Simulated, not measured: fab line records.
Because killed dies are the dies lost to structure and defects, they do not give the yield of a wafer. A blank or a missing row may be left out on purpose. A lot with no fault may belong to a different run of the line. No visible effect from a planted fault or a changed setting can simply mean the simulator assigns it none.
fab line records || flow nandHarc
record {"lots": 7, "wafers": 19, "lastDay": 25}
route steps=1159 shown A_CONTACT@918
lots that met no fault: taken from a fault-free run of the same line
startH: start of the lot's first displayed wafer, in hours after the record's first day || waitH: how many hours have passed since the lot's step before this one || " identical to the entry in the row above || L1.1+2: one row covering several wafers at once || - no value, or no start given || * or withheld: withheld || < > ~ a bound
route shown NAME@n: NAME is a module with steps in the file, n the number in the route of the first one || usual: mean/standard deviation of fault-free wafers || same: alike in all rows || chamber/n: place in a boat || sites: the reading at each site || _std_site: standard deviation of those values || _edge_site: outer sites' mean less inner sites' || radiusMm: how far each site lies from the wafer's centre || mask NAME#n: copy n || behind: the most recent tool/chamber to have shaped the wafer || hold: reason for holding the lot/hours on hold/outcome of the hold || device: the transistor (n, p or np) that didn't switch || end of line: tests run on the same wafers once the route is complete || where a step has no rows: the recipe by itself || killed: at the first sort, the dies lost to defects and structure; wafer yield is something else || map: shows each die of a wafer: x if killed, . if not, _ if none is there
set.NAME: the setting that was run; set.NAME@STEP: the one run at that earlier step || model.NAME: the simulator's own value behind a step, which no gauge read
lots seen at some steps along the route; tables by step, rows by wafer
services: from which hour (startH, from the record's first day; less than 0 if before it) a tool's chamber was out of use, for how many hours, and why
## steps
# step NHARC_A_CONTACT_STRIP_104
# recipe {"cf4FlowSccm": 100, "chf3FlowSccm": 30, "arFlowSccm": 0, "biasW": 0, "chemistry": "CF4/CHF3"}
# step NHARC_A_CONTACT_STRIP_105
# recipe {"o2FlowSccm": 400, "cosFlowSccm": 20, "arFlowSccm": 0, "biasW": 0, "chemistry": "O2/COS"}
# step NHARC_A_CONTACT_ETCH_106
# recipe {"targetDepthA": 600, "overetchA": 60, "timeS": 33, "ionEnergyEv": 100, "cf4FlowSccm": 80, "o2FlowSccm": 20, "arFlowSccm": 0, "rfW": 300, "biasW": 100, "chemistry": "CF4/O2"}
# usual {"cf4FlowSccm": "80.00/0.23", "drypumpMotorCurrentA": "5.97/0.22", "oesProductAu": "1.000/0.0079", "rfVppV": "197.6/1.4", "showerheadPlenumPTorr": "1.33/0.058", "throttleValvePct": "13.399/0.0098"}
{"lot.wafer": "L512.1", "tool": "rieDiel-01", "chamber": 3, "startH": 390.39, "waitH": 0.1, "cf4FlowSccm": 80.15, "drypumpMotorCurrentA": 5.59, "oesProductAu": 1.007, "rfHoursCounterH": 29, "rfVppV": 198.8, "showerheadPlenumPTorr": 1.42, "throttleValvePct": 13.386}
{"lot.wafer": "L512.6", "tool": "rieDiel-01", "chamber": 2, "startH": 390.39, "waitH": 0.1, "cf4FlowSccm": 80.13, "drypumpMotorCurrentA": 5.68, "oesProductAu": 1.003, "rfHoursCounterH": "-", "rfVppV": 195.9, "showerheadPlenumPTorr": 1.25, "throttleValvePct": 13.408}
{"lot.wafer": "L512.5", "tool": "rieDiel-01", "chamber": 3, "startH": 390.39, "waitH": 0.1, "cf4FlowSccm": 79.68, "drypumpMotorCurrentA": 5.56, "oesProductAu": 0.993, "rfHoursCounterH": "-", "rfVppV": 198.6, "showerheadPlenumPTorr": 1.42, "throttleValvePct": 13.396}
{"lot.wafer": "L518.1", "tool": "rieDiel-02", "chamber": 3, "startH": 425.90, "waitH": 0.2, "cf4FlowSccm": 79.84, "drypumpMotorCurrentA": 5.97, "oesProductAu": 0.987, "rfHoursCounterH": 17, "rfVppV": 196.7, "showerheadPlenumPTorr": 1.28, "throttleValvePct": 13.414}
{"lot.wafer": "L518.5", "tool": "rieDiel-02", "chamber": 0, "startH": 425.90, "waitH": 0.2, "cf4FlowSccm": 79.93, "drypumpMotorCurrentA": 6.01, "oesProductAu": 1.006, "rfHoursCounterH": "-", "rfVppV": 198.6, "showerheadPlenumPTorr": 1.31, "throttleValvePct": 13.405}
{"lot.wafer": "L524.4", "tool": "rieDiel-12", "chamber": 3, "startH": 450.88, "waitH": 0.1, "cf4FlowSccm": 79.78, "drypumpMotorCurrentA": 6.20, "oesProductAu": 0.996, "rfHoursCounterH": 21, "rfVppV": 198.3, "showerheadPlenumPTorr": 1.38, "throttleValvePct": 13.380}
{"lot.wafer": "L524.3", "tool": "rieDiel-12", "chamber": 1, "startH": 450.88, "waitH": 0.1, "cf4FlowSccm": 79.99, "drypumpMotorCurrentA": 5.78, "oesProductAu": 0.992, "rfHoursCounterH": 14, "rfVppV": 195.3, "showerheadPlenumPTorr": 1.25, "throttleValvePct": 13.390}
{"lot.wafer": "L524.5", "tool": "rieDiel-12", "chamber": 2, "startH": 450.88, "waitH": 0.1, "cf4FlowSccm": 80.38, "drypumpMotorCurrentA": 5.56, "oesProductAu": 0.995, "rfHoursCounterH": "-", "rfVppV": 197.7, "showerheadPlenumPTorr": 1.31, "throttleValvePct": 13.394}
{"lot.wafer": "L523.2", "tool": "rieDiel-02", "chamber": 0, "startH": 451.66, "waitH": 0.1, "cf4FlowSccm": 80.18, "drypumpMotorCurrentA": 5.99, "oesProductAu": 0.994, "rfHoursCounterH": 18, "rfVppV": 197.6, "showerheadPlenumPTorr": 1.31, "throttleValvePct": 13.398}
{"lot.wafer": "L523.5", "tool": "rieDiel-02", "chamber": 1, "startH": 451.66, "waitH": 0.1, "cf4FlowSccm": 79.85, "drypumpMotorCurrentA": 6.23, "oesProductAu": 1.005, "rfHoursCounterH": "-", "rfVppV": 196.9, "showerheadPlenumPTorr": 1.40, "throttleValvePct": 13.399}
{"lot.wafer": "L525.3", "tool": "rieDiel-12", "chamber": 2, "startH": 460.58, "waitH": 0.2, "cf4FlowSccm": 80.07, "drypumpMotorCurrentA": 5.59, "oesProductAu": 0.994, "rfHoursCounterH": 21, "rfVppV": 196.4, "showerheadPlenumPTorr": 1.31, "throttleValvePct": 13.390}
{"lot.wafer": "L525.5", "tool": "rieDiel-12", "chamber": 0, "startH": 460.58, "waitH": 0.2, "cf4FlowSccm": 79.93, "drypumpMotorCurrentA": 6.10, "oesProductAu": 1.003, "rfHoursCounterH": "-", "rfVppV": 198.3, "showerheadPlenumPTorr": 1.33, "throttleValvePct": 13.380}
{"lot.wafer": "L525.6", "tool": "rieDiel-12", "chamber": 1, "startH": 460.58, "waitH": 0.2, "cf4FlowSccm": 80.19, "drypumpMotorCurrentA": 5.77, "oesProductAu": 0.987, "rfHoursCounterH": "-", "rfVppV": 197.7, "showerheadPlenumPTorr": 1.25, "throttleValvePct": 13.405}
{"lot.wafer": "L529.2", "tool": "rieDiel-02", "chamber": 2, "startH": 496.08, "waitH": 0.1, "cf4FlowSccm": 79.69, "drypumpMotorCurrentA": 6.09, "oesProductAu": 1.002, "rfHoursCounterH": 31, "rfVppV": 197.5, "showerheadPlenumPTorr": 1.29, "throttleValvePct": 13.408}
{"lot.wafer": "L529.1", "tool": "rieDiel-02", "chamber": 0, "startH": 496.08, "waitH": 0.1, "cf4FlowSccm": 80.00, "drypumpMotorCurrentA": 5.99, "oesProductAu": 1.004, "rfHoursCounterH": 29, "rfVppV": 196.2, "showerheadPlenumPTorr": 1.31, "throttleValvePct": 13.386}
{"lot.wafer": "L529.4", "tool": "rieDiel-02", "chamber": 1, "startH": 496.08, "waitH": 0.1, "cf4FlowSccm": 79.72, "drypumpMotorCurrentA": 6.22, "oesProductAu": 1.001, "rfHoursCounterH": 33, "rfVppV": 197.4, "showerheadPlenumPTorr": 1.40, "throttleValvePct": 13.399}
{"lot.wafer": "L535.1", "tool": "rieDiel-01", "chamber": 0, "startH": 535.56, "waitH": 0.2, "cf4FlowSccm": 80.22, "drypumpMotorCurrentA": 5.70, "oesProductAu": 0.996, "rfHoursCounterH": 8, "rfVppV": 198.5, "showerheadPlenumPTorr": 1.44, "throttleValvePct": 13.385}
{"lot.wafer": "L535.4", "tool": "rieDiel-01", "chamber": 2, "startH": 535.56, "waitH": 0.2, "cf4FlowSccm": 79.69, "drypumpMotorCurrentA": 5.68, "oesProductAu": 1.006, "rfHoursCounterH": 11, "rfVppV": 198.8, "showerheadPlenumPTorr": 1.44, "throttleValvePct": 13.391}
{"lot.wafer": "L535.5", "tool": "rieDiel-01", "chamber": 0, "startH": 535.56, "waitH": 0.2, "cf4FlowSccm": 80.33, "drypumpMotorCurrentA": 5.68, "oesProductAu": 0.996, "rfHoursCounterH": "-", "rfVppV": 199.2, "showerheadPlenumPTorr": 1.44, "throttleValvePct": 13.388}
# step NHARC_A_CONTACT_STRIP_82
# recipe {"o2FlowSccm": 500, "arFlowSccm": 0, "biasW": 0, "chemistry": "O2"}
# usual {"drypumpMotorCurrentA": "5.98/0.21", "oesProductAu": "0.999/0.0084", "rfVppV": "57.7/0.86", "showerheadPlenumPTorr": "3.50/0.14", "throttleValvePct": "17.037/0.0094"}
{"lot.wafer": "L512.1", "tool": "rieDiel-01", "chamber": 3, "startH": "-", "waitH": "-", "drypumpMotorCurrentA": 5.56, "oesProductAu": 0.995, "rfHoursCounterH": 29, "rfVppV": 58.0, "showerheadPlenumPTorr": 3.75, "throttleValvePct": 17.053}
{"lot.wafer": "L512.5", "tool": "rieDiel-01", "chamber": 2, "startH": "-", "waitH": "-", "drypumpMotorCurrentA": 5.72, "oesProductAu": 0.991, "rfHoursCounterH": "-", "rfVppV": 58.1, "showerheadPlenumPTorr": 3.31, "throttleValvePct": 17.038}
{"lot.wafer": "L512.6", "tool": "rieDiel-01", "chamber": 3, "startH": "-", "waitH": "-", "drypumpMotorCurrentA": 5.56, "oesProductAu": 1.000, "rfHoursCounterH": "-", "rfVppV": 58.5, "showerheadPlenumPTorr": 3.75, "throttleValvePct": 17.029}
{"lot.wafer": "L518.1", "tool": "rieDiel-02", "chamber": 1, "startH": "-", "waitH": "-", "drypumpMotorCurrentA": 6.25, "oesProductAu": 1.016, "rfHoursCounterH": 18, "rfVppV": 57.9, "showerheadPlenumPTorr": 3.71, "throttleValvePct": 17.055}
{"lot.wafer": "L518.5", "tool": "rieDiel-02", "chamber": 0, "startH": "-", "waitH": "-", "drypumpMotorCurrentA": 6.05, "oesProductAu": 1.008, "rfHoursCounterH": "-", "rfVppV": 57.2, "showerheadPlenumPTorr": 3.47, "throttleValvePct": 17.052}
{"lot.wafer": "L524.4", "tool": "rieDiel-12", "chamber": 2, "startH": "-", "waitH": "-", "drypumpMotorCurrentA": 5.60, "oesProductAu": 1.016, "rfHoursCounterH": 18, "rfVppV": 57.3, "showerheadPlenumPTorr": 3.47, "throttleValvePct": 17.023}
{"lot.wafer": "L524.3", "tool": "rieDiel-12", "chamber": 0, "startH": "-", "waitH": "-", "drypumpMotorCurrentA": 6.14, "oesProductAu": 1.004, "rfHoursCounterH": 21, "rfVppV": 58.1, "showerheadPlenumPTorr": 3.51, "throttleValvePct": 17.053}
{"lot.wafer": "L524.5", "tool": "rieDiel-12", "chamber": 2, "startH": "-", "waitH": "-", "drypumpMotorCurrentA": 5.59, "oesProductAu": 0.998, "rfHoursCounterH": "-", "rfVppV": 58.2, "showerheadPlenumPTorr": 3.47, "throttleValvePct": 17.029}
{"lot.wafer": "L523.2", "tool": "rieDiel-02", "chamber": 1, "startH": "-", "waitH": "-", "drypumpMotorCurrentA": 6.23, "oesProductAu": 1.001, "rfHoursCounterH": 23, "rfVppV": 58.4, "showerheadPlenumPTorr": 3.70, "throttleValvePct": 17.036}
{"lot.wafer": "L523.5", "tool": "rieDiel-02", "chamber": 2, "startH": "-", "waitH": "-", "drypumpMotorCurrentA": 6.06, "oesProductAu": 1.004, "rfHoursCounterH": "-", "rfVppV": 57.9, "showerheadPlenumPTorr": 3.41, "throttleValvePct": 17.022}
{"lot.wafer": "L525.3", "tool": "rieDiel-12", "chamber": 3, "startH": "-", "waitH": "-", "drypumpMotorCurrentA": 6.23, "oesProductAu": 0.994, "rfHoursCounterH": 24, "rfVppV": 57.4, "showerheadPlenumPTorr": 3.65, "throttleValvePct": 17.046}
{"lot.wafer": "L525.5", "tool": "rieDiel-12", "chamber": 1, "startH": "-", "waitH": "-", "drypumpMotorCurrentA": 5.80, "oesProductAu": 0.989, "rfHoursCounterH": "-", "rfVppV": 58.2, "showerheadPlenumPTorr": 3.31, "throttleValvePct": 17.045}
{"lot.wafer": "L525.6", "tool": "rieDiel-12", "chamber": 2, "startH": "-", "waitH": "-", "drypumpMotorCurrentA": 5.58, "oesProductAu": 0.990, "rfHoursCounterH": "-", "rfVppV": 58.9, "showerheadPlenumPTorr": 3.47, "throttleValvePct": 17.032}
{"lot.wafer": "L529.2", "tool": "rieDiel-02", "chamber": 0, "startH": "-", "waitH": "-", "drypumpMotorCurrentA": 6.05, "oesProductAu": 1.013, "rfHoursCounterH": 29, "rfVppV": 57.2, "showerheadPlenumPTorr": 3.46, "throttleValvePct": 17.026}
{"lot.wafer": "L529.1", "tool": "rieDiel-02", "chamber": 1, "startH": "-", "waitH": "-", "drypumpMotorCurrentA": 6.23, "oesProductAu": 0.994, "rfHoursCounterH": 33, "rfVppV": 58.5, "showerheadPlenumPTorr": 3.70, "throttleValvePct": 17.020}
{"lot.wafer": "L529.4", "tool": "rieDiel-02", "chamber": 3, "startH": "-", "waitH": "-", "drypumpMotorCurrentA": 6.03, "oesProductAu": 1.000, "rfHoursCounterH": 28, "rfVppV": 57.2, "showerheadPlenumPTorr": 3.39, "throttleValvePct": 17.040}
{"lot.wafer": "L535.4", "tool": "rieDiel-01", "chamber": 2, "startH": "-", "waitH": "-", "drypumpMotorCurrentA": 5.69, "oesProductAu": 0.999, "rfHoursCounterH": 11, "rfVppV": 59.4, "showerheadPlenumPTorr": 3.80, "throttleValvePct": 17.034}
{"lot.wafer": "L535.1", "tool": "rieDiel-01", "chamber": 3, "startH": "-", "waitH": "-", "drypumpMotorCurrentA": 5.58, "oesProductAu": 0.999, "rfHoursCounterH": 10, "rfVppV": 57.4, "showerheadPlenumPTorr": 3.72, "throttleValvePct": 17.041}
{"lot.wafer": "L535.5", "tool": "rieDiel-01", "chamber": 2, "startH": "-", "waitH": "-", "drypumpMotorCurrentA": 5.71, "oesProductAu": 1.010, "rfHoursCounterH": "-", "rfVppV": 57.7, "showerheadPlenumPTorr": 3.80, "throttleValvePct": 17.042}
# step NHARC_A_CONTACT_STRIP_83
# recipe {"timeS": 600, "tempC": 30, "chemistry": "postEtchResidueRemover"}
# step NHARC_A_CONTACT_DEP_84
# recipe {"targetThkA": 20000, "tempC": 400, "material": "aC"}
# usual {"throttleValvePct": "35.000/0.0089"}
{"lot.wafer": "L512.1", "tool": "aclDep-02", "chamber": 0, "startH": 391.04, "waitH": "-", "throttleValvePct": 35.002}
{"lot.wafer": "L512.5", "tool": "aclDep-02", "chamber": 0, "startH": 391.04, "waitH": "-", "throttleValvePct": 34.995}
{"lot.wafer": "L512.6", "tool": "aclDep-02", "chamber": 0, "startH": 391.04, "waitH": "-", "throttleValvePct": 35.000}
{"lot.wafer": "L518.1", "tool": "aclDep-02", "chamber": 0, "startH": 426.61, "waitH": "-", "throttleValvePct": 34.988}
{"lot.wafer": "L518.5", "tool": "aclDep-02", "chamber": 0, "startH": 426.61, "waitH": "-", "throttleValvePct": 35.014}
{"lot.wafer": "L524.3", "tool": "aclDep-02", "chamber": 0, "startH": 454.33, "waitH": "-", "throttleValvePct": 35.001}
{"lot.wafer": "L524.4", "tool": "aclDep-02", "chamber": 0, "startH": 454.33, "waitH": "-", "throttleValvePct": 34.998}
{"lot.wafer": "L524.5", "tool": "aclDep-02", "chamber": 0, "startH": 454.33, "waitH": "-", "throttleValvePct": 34.998}
{"lot.wafer": "L523.2", "tool": "aclDep-03", "chamber": 0, "startH": 455.72, "waitH": "-", "throttleValvePct": 35.002}
{"lot.wafer": "L523.5", "tool": "aclDep-03", "chamber": 0, "startH": 455.72, "waitH": "-", "throttleValvePct": 34.994}
{"lot.wafer": "L525.3", "tool": "aclDep-02", "chamber": 0, "startH": 461.77, "waitH": "-", "throttleValvePct": 35.005}
{"lot.wafer": "L525.5", "tool": "aclDep-02", "chamber": 0, "startH": 461.77, "waitH": "-", "throttleValvePct": 34.993}
{"lot.wafer": "L525.6", "tool": "aclDep-02", "chamber": 0, "startH": 461.77, "waitH": "-", "throttleValvePct": 34.986}
{"lot.wafer": "L529.1", "tool": "aclDep-01", "chamber": 0, "startH": 498.36, "waitH": "-", "throttleValvePct": 34.998}
{"lot.wafer": "L529.2", "tool": "aclDep-01", "chamber": 0, "startH": 498.36, "waitH": "-", "throttleValvePct": 35.004}
{"lot.wafer": "L529.4", "tool": "aclDep-01", "chamber": 0, "startH": 498.36, "waitH": "-", "throttleValvePct": 35.004}
{"lot.wafer": "L535.1", "tool": "aclDep-01", "chamber": 0, "startH": 538.37, "waitH": "-", "throttleValvePct": 35.006}
{"lot.wafer": "L535.4", "tool": "aclDep-01", "chamber": 0, "startH": 538.37, "waitH": "-", "throttleValvePct": 35.004}
{"lot.wafer": "L535.5", "tool": "aclDep-01", "chamber": 0, "startH": 538.37, "waitH": "-", "throttleValvePct": 35.006}
# step NHARC_A_CONTACT_DEP_85
# recipe {"targetThkA": 500, "targetThkNm": 50, "tempC": 400, "pressureTorr": 3.5, "flowSccm": 200, "rfW": 350, "material": "SiON"}
# usual {"heaterPowerW": "728/86"}
{"lot.wafer": "L512.1", "tool": "pecvd-01", "chamber": 1, "startH": 392.35, "waitH": 1.1, "heaterPowerW": 661}
{"lot.wafer": "L512.5", "tool": "pecvd-01", "chamber": 2, "startH": 392.35, "waitH": 1.1, "heaterPowerW": 619}
{"lot.wafer": "L512.6", "tool": "pecvd-01", "chamber": 1, "startH": 392.35, "waitH": 1.1, "heaterPowerW": 660}
{"lot.wafer": "L518.1", "tool": "pecvd-04", "chamber": 0, "startH": 428.20, "waitH": 1.4, "heaterPowerW": 707}
{"lot.wafer": "L518.5", "tool": "pecvd-04", "chamber": 0, "startH": 428.20, "waitH": 1.4, "heaterPowerW": 696}
{"lot.wafer": "L524.4", "tool": "pecvd-01", "chamber": 0, "startH": 455.26, "waitH": 0.5, "heaterPowerW": 601}
{"lot.wafer": "L524.3", "tool": "pecvd-01", "chamber": 1, "startH": 455.26, "waitH": 0.5, "heaterPowerW": 713}
{"lot.wafer": "L524.5", "tool": "pecvd-01", "chamber": 1, "startH": 455.26, "waitH": 0.5, "heaterPowerW": 704}
{"lot.wafer": "L523.2", "tool": "pecvd-02", "chamber": 0, "startH": 456.81, "waitH": 0.9, "heaterPowerW": 715}
{"lot.wafer": "L523.5", "tool": "pecvd-02", "chamber": 1, "startH": 456.81, "waitH": 0.9, "heaterPowerW": 660}
{"lot.wafer": "L525.3", "tool": "pecvd-02", "chamber": 2, "startH": 462.63, "waitH": 0.6, "heaterPowerW": 703}
{"lot.wafer": "L525.5", "tool": "pecvd-02", "chamber": 2, "startH": 462.63, "waitH": 0.6, "heaterPowerW": 696}
{"lot.wafer": "L525.6", "tool": "pecvd-02", "chamber": 0, "startH": 462.63, "waitH": 0.6, "heaterPowerW": 676}
{"lot.wafer": "L529.1", "tool": "pecvd-01", "chamber": 1, "startH": 499.64, "waitH": 1.1, "heaterPowerW": 766}
{"lot.wafer": "L529.2", "tool": "pecvd-01", "chamber": 0, "startH": 499.64, "waitH": 1.1, "heaterPowerW": 671}
{"lot.wafer": "L529.4", "tool": "pecvd-01", "chamber": 0, "startH": 499.64, "waitH": 1.1, "heaterPowerW": 658}
{"lot.wafer": "L535.1", "tool": "pecvd-02", "chamber": 2, "startH": 539.66, "waitH": 1.1, "heaterPowerW": 701}
{"lot.wafer": "L535.4", "tool": "pecvd-02", "chamber": 1, "startH": 539.66, "waitH": 1.1, "heaterPowerW": 743}
{"lot.wafer": "L535.5", "tool": "pecvd-02", "chamber": 2, "startH": 539.66, "waitH": 1.1, "heaterPowerW": 685}
# step NHARC_A_CONTACT_DEHYDRATE_00
# recipe {"tempC": 150, "timeS": 120}
# step NHARC_A_CONTACT_HMDS_01
# recipe {"timeS": 30}
# step NHARC_A_CONTACT_COAT_86
# recipe {"tempC": 260, "timeS": 75}
# step NHARC_A_CONTACT_COAT_87
# recipe {"tempC": 225, "timeS": 65}
# step NHARC_A_CONTACT_COAT_02
# recipe {"spinRpm": 1500, "resistThkNm": 90}
# step NHARC_A_CONTACT_SOFTBAKE_03
# recipe {"tempC": 105, "timeS": 55}
# usual {"exhaustPa": "45.0/0.87", "heaterPowerTotalW": "188.46/0.14", "plateTempC": "104.97/0.12"}
{"lot.wafer": "L512.1", "tool": "lithoTrack-04", "chamber": 0, "startH": 392, "waitH": "-", "exhaustPa": 43.8, "heaterPowerTotalW": 188.67, "plateTempC": 104.95}
{"lot.wafer": "L512.5", "tool": "lithoTrack-04", "chamber": 0, "startH": 392, "waitH": "-", "exhaustPa": 43.3, "heaterPowerTotalW": 188.40, "plateTempC": 104.97}
{"lot.wafer": "L512.6", "tool": "lithoTrack-04", "chamber": 0, "startH": 392, "waitH": "-", "exhaustPa": 44.7, "heaterPowerTotalW": 188.31, "plateTempC": 105.02}
{"lot.wafer": "L518.1", "tool": "lithoTrack-04", "chamber": 0, "startH": 428, "waitH": "-", "exhaustPa": 46.6, "heaterPowerTotalW": 222.62, "plateTempC": "-"}
{"lot.wafer": "L518.5", "tool": "lithoTrack-04", "chamber": 0, "startH": 428, "waitH": "-", "exhaustPa": 45.8, "heaterPowerTotalW": 222.97, "plateTempC": "-"}
{"lot.wafer": "L524.3", "tool": "lithoTrack-04", "chamber": 0, "startH": 455, "waitH": "-", "exhaustPa": 43.4, "heaterPowerTotalW": 188.72, "plateTempC": 105.04}
{"lot.wafer": "L524.4", "tool": "lithoTrack-04", "chamber": 0, "startH": 455, "waitH": "-", "exhaustPa": 43.8, "heaterPowerTotalW": 188.75, "plateTempC": 104.93}
{"lot.wafer": "L524.5", "tool": "lithoTrack-04", "chamber": 0, "startH": 455, "waitH": "-", "exhaustPa": 45.0, "heaterPowerTotalW": 222.78, "plateTempC": "-"}
{"lot.wafer": "L523.2", "tool": "lithoTrack-04", "chamber": 0, "startH": 457, "waitH": "-", "exhaustPa": 45.2, "heaterPowerTotalW": 188.49, "plateTempC": 105.16}
{"lot.wafer": "L523.5", "tool": "lithoTrack-04", "chamber": 0, "startH": 457, "waitH": "-", "exhaustPa": 45.9, "heaterPowerTotalW": 222.63, "plateTempC": "-"}
{"lot.wafer": "L525.3", "tool": "lithoTrack-01", "chamber": 0, "startH": 462, "waitH": "-", "exhaustPa": 43.8, "heaterPowerTotalW": 188.34, "plateTempC": 104.95}
{"lot.wafer": "L525.5", "tool": "lithoTrack-01", "chamber": 0, "startH": 462, "waitH": "-", "exhaustPa": 43.9, "heaterPowerTotalW": 188.49, "plateTempC": 105.00}
{"lot.wafer": "L525.6", "tool": "lithoTrack-01", "chamber": 0, "startH": 462, "waitH": "-", "exhaustPa": 44.3, "heaterPowerTotalW": 188.33, "plateTempC": 105.03}
{"lot.wafer": "L529.1", "tool": "lithoTrack-01", "chamber": 0, "startH": 499, "waitH": "-", "exhaustPa": 45.0, "heaterPowerTotalW": 188.47, "plateTempC": 104.91}
{"lot.wafer": "L529.2", "tool": "lithoTrack-01", "chamber": 0, "startH": 499, "waitH": "-", "exhaustPa": 45.5, "heaterPowerTotalW": 188.31, "plateTempC": 105.05}
{"lot.wafer": "L529.4", "tool": "lithoTrack-01", "chamber": 0, "startH": 499, "waitH": "-", "exhaustPa": 43.2, "heaterPowerTotalW": 188.47, "plateTempC": 104.86}
{"lot.wafer": "L535.1", "tool": "lithoTrack-01", "chamber": 0, "startH": 539, "waitH": "-", "exhaustPa": 44.0, "heaterPowerTotalW": 188.28, "plateTempC": 104.83}
{"lot.wafer": "L535.4", "tool": "lithoTrack-01", "chamber": 0, "startH": 539, "waitH": "-", "exhaustPa": 45.3, "heaterPowerTotalW": 188.38, "plateTempC": 104.71}
{"lot.wafer": "L535.5", "tool": "lithoTrack-01", "chamber": 0, "startH": 539, "waitH": "-", "exhaustPa": 44.6, "heaterPowerTotalW": 188.30, "plateTempC": 104.84}
# step NHARC_A_CONTACT_EBR_04
## services
{"tool": "pecvd-04", "chamber": "-", "startH": 376.00, "hours": 13.0, "kind": "pm"}
{"tool": "rieDiel-12", "chamber": "-", "startH": 380.36, "hours": 9.0, "kind": "pm"}
{"tool": "rieDiel-02", "chamber": 0, "startH": 385.83, "hours": "-", "kind": "clean"}
{"tool": "rieDiel-02", "chamber": 1, "startH": 385.83, "hours": "-", "kind": "clean"}
{"tool": "rieDiel-02", "chamber": 2, "startH": 385.83, "hours": "-", "kind": "clean"}
{"tool": "rieDiel-02", "chamber": 3, "startH": 385.83, "hours": "-", "kind": "clean"}
{"tool": "pecvd-04", "chamber": 2, "startH": 389.00, "hours": 5.1, "kind": "repair"}
{"tool": "rieDiel-12", "chamber": 1, "startH": 404.57, "hours": 12.5, "kind": "repair"}
{"tool": "aclDep-03", "chamber": "-", "startH": 405.26, "hours": 13.0, "kind": "pm"}
{"tool": "rieDiel-02", "chamber": 2, "startH": 421.46, "hours": 9.2, "kind": "repair"}
{"tool": "pecvd-01", "chamber": "-", "startH": 427.39, "hours": 13.0, "kind": "pm"}
{"tool": "pecvd-04", "chamber": "-", "startH": 429.54, "hours": 1.1, "kind": "repair"}
{"tool": "rieDiel-02", "chamber": 3, "startH": 431.41, "hours": 25.1, "kind": "repair"}
{"tool": "lithoTrack-01", "chamber": "-", "startH": 443.00, "hours": 7.0, "kind": "pm"}
{"tool": "pecvd-01", "chamber": 2, "startH": 444.03, "hours": 16.4, "kind": "repair"}
{"tool": "rieDiel-01", "chamber": "-", "startH": 465.37, "hours": 0.4, "kind": "repair"}
{"tool": "aclDep-01", "chamber": "-", "startH": 477.11, "hours": 13.0, "kind": "pm"}
{"tool": "rieDiel-12", "chamber": "-", "startH": 477.69, "hours": 0.4, "kind": "repair"}
{"tool": "rieDiel-01", "chamber": 1, "startH": 482.87, "hours": 4.4, "kind": "repair"}
{"tool": "lithoTrack-04", "chamber": "-", "startH": 491.00, "hours": 7.0, "kind": "pm"}
{"tool": "rieDiel-01", "chamber": "-", "startH": 491.82, "hours": 9.0, "kind": "pm"}
{"tool": "rieDiel-02", "chamber": "-", "startH": 504.83, "hours": 9.0, "kind": "pm"}
{"tool": "pecvd-02", "chamber": "-", "startH": 515.27, "hours": 13.0, "kind": "pm"}
{"tool": "aclDep-02", "chamber": "-", "startH": 535.23, "hours": 13.0, "kind": "pm"}
## key
firstSign {"step": "NHARC_A_CONTACT_SOFTBAKE_03", "reading": "heaterPowerTotalW", "direction": "up", "sigmas": "99+", "usual": "*", "struck": "*"}
effect none on later readings
metAt NHARC_A_CONTACT_SOFTBAKE_03
struckWafers L518.1,L518.5,L523.5,L524.5
sortLeftOut L523.5
testerLeftOut L518,L523,L524
onsetBetween 392 428
fault {"kind": "processParameterDrift", "tool": "lithoTrack-04", "chamber": "-", "onsetH": 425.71, "steps": "NHARC_A_CONTACT_SOFTBAKE_03", "channel": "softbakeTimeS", "offset": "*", "shape": "step", "endH": 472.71, "scope": "struckWafersOnly", "actsIn": "*", "stated": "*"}
# testerLeftOut: of these lots the tester's yield and bins aren't shown, on N5 and GAA mostly nor the transistor test; their killed dies are dies lost to structure and defects alone, not to doping, threshold or leakage, so they don't give the yield
# sortLeftOut: the simulated sort isn't trusted on such a fault, so these wafers' sort isn't shown, and their yield isn't known
